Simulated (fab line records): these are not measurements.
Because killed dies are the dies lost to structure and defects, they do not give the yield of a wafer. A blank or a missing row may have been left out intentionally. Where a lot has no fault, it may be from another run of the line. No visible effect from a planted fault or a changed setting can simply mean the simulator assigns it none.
Split-lot study :: flow n5_finfet :: route with 1938 steps; 7 lots, 39 wafers read

== THE SPLIT ITSELF ==
At N5_DUMMY_GATE_EXPOSE_12 (exposes mask GATE, target cd 25 nm), the setting dose_mj was moved away from the recipe's 34 on 12 of the 39 wafers read, by +3.8% to +7.7%. The other wafers ran this setting at the recipe's value.

== FROM THE SPLIT TO THE READING: what the file shows between them, 7 steps ==
- N5_DUMMY_GATE_PEB_13: peb time 60 s
- N5_DUMMY_GATE_DEVELOP_14: develop time 30 s
- N5_DUMMY_GATE_CD_MEAS_15: target cd 25.8 nm
- N5_DUMMY_GATE_STRIP_38: strips in N2/H2
- N5_DUMMY_GATE_STRIP_39: strips in N2/H2
- N5_DUMMY_GATE_TRIM_49: chemistry O2, time 29 s, target cd 14 nm
- N5_DUMMY_GATE_STRIP_40: strips in CF4

== THE READING ==
At N5_DUMMY_GATE_CD_MEAS_50: cd_nm in nanometres, against a target cd of 14 nm. Fault-free wafers of this fab line usually give 14.0 nm, standard deviation 0.32 nm.

wafer: L076.1
tool, chamber at the split: euv_scanner-01, 0
dose_mj as run: 34
against the recipe: recipe
cd_nm, nm: 14.6
against lot-mates on the recipe: -

wafer: L076.2
tool, chamber at the split: euv_scanner-01, 0
dose_mj as run: 34
against the recipe: recipe
cd_nm, nm: 14.0
against lot-mates on the recipe: -

wafer: L076.3
tool, chamber at the split: euv_scanner-01, 0
dose_mj as run: 36.63
against the recipe: +7.7%
cd_nm, nm: 12.8
against lot-mates on the recipe: -1.5

wafer: L076.4
tool, chamber at the split: euv_scanner-01, 0
dose_mj as run: 34
against the recipe: recipe
cd_nm, nm: 14.2
against lot-mates on the recipe: -

wafer: L076.5
tool, chamber at the split: euv_scanner-01, 0
dose_mj as run: 36.63
against the recipe: +7.7%
cd_nm, nm: 12.9
against lot-mates on the recipe: -1.4

wafer: L076.6
tool, chamber at the split: euv_scanner-01, 0
dose_mj as run: 36.63
against the recipe: +7.7%
cd_nm, nm: 12.7
against lot-mates on the recipe: -1.6

wafer: L077.1
tool, chamber at the split: euv_scanner-02, 0
dose_mj as run: 34
against the recipe: recipe
cd_nm, nm: 13.4
against lot-mates on the recipe: -

wafer: L077.2
tool, chamber at the split: euv_scanner-02, 0
dose_mj as run: 34
against the recipe: recipe
cd_nm, nm: 13.6
against lot-mates on the recipe: -

wafer: L077.3
tool, chamber at the split: euv_scanner-02, 0
dose_mj as run: 34
against the recipe: recipe
cd_nm, nm: 13.8
against lot-mates on the recipe: -

wafer: L077.4
tool, chamber at the split: euv_scanner-02, 0
dose_mj as run: 34
against the recipe: recipe
cd_nm, nm: 14.2
against lot-mates on the recipe: -

wafer: L077.5
tool, chamber at the split: euv_scanner-02, 0
dose_mj as run: 34
against the recipe: recipe
cd_nm, nm: 13.6
against lot-mates on the recipe: -

wafer: L077.6
tool, chamber at the split: euv_scanner-02, 0
dose_mj as run: 34
against the recipe: recipe
cd_nm, nm: 13.3
against lot-mates on the recipe: -

wafer: L079.1
tool, chamber at the split: euv_scanner-02, 0
dose_mj as run: 34
against the recipe: recipe
cd_nm, nm: 14.1
against lot-mates on the recipe: -

wafer: L079.2
tool, chamber at the split: euv_scanner-02, 0
dose_mj as run: 34
against the recipe: recipe
cd_nm, nm: 13.9
against lot-mates on the recipe: -

wafer: L079.4
tool, chamber at the split: euv_scanner-02, 0
dose_mj as run: 34
against the recipe: recipe
cd_nm, nm: 14.2
against lot-mates on the recipe: -

wafer: L081.1
tool, chamber at the split: euv_scanner-01, 0
dose_mj as run: 36.09
against the recipe: +6.1%
cd_nm, nm: 13.4
against lot-mates on the recipe: -0.9

wafer: L081.2
tool, chamber at the split: euv_scanner-01, 0
dose_mj as run: 34
against the recipe: recipe
cd_nm, nm: 14.3
against lot-mates on the recipe: -

wafer: L081.3
tool, chamber at the split: euv_scanner-01, 0
dose_mj as run: 34
against the recipe: recipe
cd_nm, nm: 14.0
against lot-mates on the recipe: -

wafer: L081.4
tool, chamber at the split: euv_scanner-01, 0
dose_mj as run: 36.09
against the recipe: +6.1%
cd_nm, nm: 13.0
against lot-mates on the recipe: -1.3

wafer: L081.5
tool, chamber at the split: euv_scanner-01, 0
dose_mj as run: 36.09
against the recipe: +6.1%
cd_nm, nm: 13.0
against lot-mates on the recipe: -1.3

wafer: L081.6
tool, chamber at the split: euv_scanner-01, 0
dose_mj as run: 34
against the recipe: recipe
cd_nm, nm: 14.7
against lot-mates on the recipe: -

wafer: L084.1
tool, chamber at the split: euv_scanner-02, 0
dose_mj as run: 34
against the recipe: recipe
cd_nm, nm: 14.7
against lot-mates on the recipe: -

wafer: L084.2
tool, chamber at the split: euv_scanner-02, 0
dose_mj as run: 34
against the recipe: recipe
cd_nm, nm: 14.2
against lot-mates on the recipe: -

wafer: L084.3
tool, chamber at the split: euv_scanner-02, 0
dose_mj as run: 34
against the recipe: recipe
cd_nm, nm: 14.0
against lot-mates on the recipe: -

wafer: L084.4
tool, chamber at the split: euv_scanner-02, 0
dose_mj as run: 34
against the recipe: recipe
cd_nm, nm: 13.9
against lot-mates on the recipe: -

wafer: L084.5
tool, chamber at the split: euv_scanner-02, 0
dose_mj as run: 34
against the recipe: recipe
cd_nm, nm: 13.7
against lot-mates on the recipe: -

wafer: L084.6
tool, chamber at the split: euv_scanner-02, 0
dose_mj as run: 34
against the recipe: recipe
cd_nm, nm: 14.3
against lot-mates on the recipe: -

wafer: L086.1
tool, chamber at the split: euv_scanner-02, 0
dose_mj as run: 35.91
against the recipe: +5.6%
cd_nm, nm: 13.4
against lot-mates on the recipe: -0.5

wafer: L086.2
tool, chamber at the split: euv_scanner-02, 0
dose_mj as run: 34
against the recipe: recipe
cd_nm, nm: 13.8
against lot-mates on the recipe: -

wafer: L086.3
tool, chamber at the split: euv_scanner-02, 0
dose_mj as run: 35.91
against the recipe: +5.6%
cd_nm, nm: 13.0
against lot-mates on the recipe: -0.9

wafer: L086.4
tool, chamber at the split: euv_scanner-02, 0
dose_mj as run: 34
against the recipe: recipe
cd_nm, nm: 14.0
against lot-mates on the recipe: -

wafer: L086.5
tool, chamber at the split: euv_scanner-02, 0
dose_mj as run: 35.91
against the recipe: +5.6%
cd_nm, nm: 12.8
against lot-mates on the recipe: -1.1

wafer: L086.6
tool, chamber at the split: euv_scanner-02, 0
dose_mj as run: 34
against the recipe: recipe
cd_nm, nm: 13.8
against lot-mates on the recipe: -

wafer: L090.1
tool, chamber at the split: euv_scanner-01, 0
dose_mj as run: 35.28
against the recipe: +3.8%
cd_nm, nm: 12.9
against lot-mates on the recipe: -1.5

wafer: L090.2
tool, chamber at the split: euv_scanner-01, 0
dose_mj as run: 35.28
against the recipe: +3.8%
cd_nm, nm: 13.1
against lot-mates on the recipe: -1.3

wafer: L090.3
tool, chamber at the split: euv_scanner-01, 0
dose_mj as run: 34
against the recipe: recipe
cd_nm, nm: 14.2
against lot-mates on the recipe: -

wafer: L090.4
tool, chamber at the split: euv_scanner-01, 0
dose_mj as run: 34
against the recipe: recipe
cd_nm, nm: 14.4
against lot-mates on the recipe: -

wafer: L090.5
tool, chamber at the split: euv_scanner-01, 0
dose_mj as run: 35.28
against the recipe: +3.8%
cd_nm, nm: 13.1
against lot-mates on the recipe: -1.3

wafer: L090.6
tool, chamber at the split: euv_scanner-01, 0
dose_mj as run: 34
against the recipe: recipe
cd_nm, nm: 14.5
against lot-mates on the recipe: -

THE FIT
A straight line over all 39 wafers: cd_nm changes by -0.169 nm for each +1% of dose_mj; r = -0.82; the points scatter about the line by 0.34 nm.
The same after taking each lot's own level away (the mean of its wafers on the recipe; 39 wafers): -0.193 nm for each +1%; r = -0.88; scatter 0.3 nm.
That fit puts the effect of the largest move of dose_mj on the reading at 1.5 nm.
Across the lots, their own levels run from 13.65 to 14.37 nm, a range of 2.2 times the standard deviation given above.
So the lot-to-lot level changes the slope: the two fits differ.
Check: -1.53 nm against its lot-mates is what the line predicts for one of the wafers moved furthest among these (+7.7%) when that wafer is left out of the fit. Against them it came out at -1.47 nm.

== OTHER SPLITS APPLIED TO THESE WAFERS ==
Before the reading, these wafers also passed through other splits. Each is held against what the fit with the lots' levels taken away leaves over:
other split on the same wafers: N5_ZERO_LAYER_PECVD_02 target_thk_a
wafers away from the commonest value: 6
r with cd_nm (lot level and that fit taken away): +0.29

== THE WHOLE CHAIN: every reading that the file lists as answering this split, in the file's order ==
step: N5_DUMMY_GATE_CD_MEAS_15
what it does: target cd 25.8 nm
reading: cd_nm
change (the file's fit): -0.17 nm for each +1% of the setting
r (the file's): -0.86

step: N5_DUMMY_GATE_TRIM_49
what it does: chemistry O2, time 29 s, target cd 14 nm
reading: DUMMY_GATE.cd_nm (the simulator's own value, which no gauge read)
change (the file's fit): -0.158 nm for each +1% of the setting
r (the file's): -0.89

step: N5_DUMMY_GATE_CD_MEAS_50
what it does: target cd 14 nm
reading: cd_nm
change (the file's fit): -0.196 nm for each +1% of the setting
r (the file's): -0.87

step: N5_DUMMY_GATE_ETCH_44
what it does: etches poly-Si in HBr/O2, stops on SiO2, target depth 127.5 nm
reading: DUMMY_GATE.cd_nm (the simulator's own value, which no gauge read)
change (the file's fit): -0.165 nm for each +1% of the setting
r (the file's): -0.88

== THE FILE'S OWN FIT ==
cd_nm changes by -0.196 nm for each +1% of dose_mj, r = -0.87.
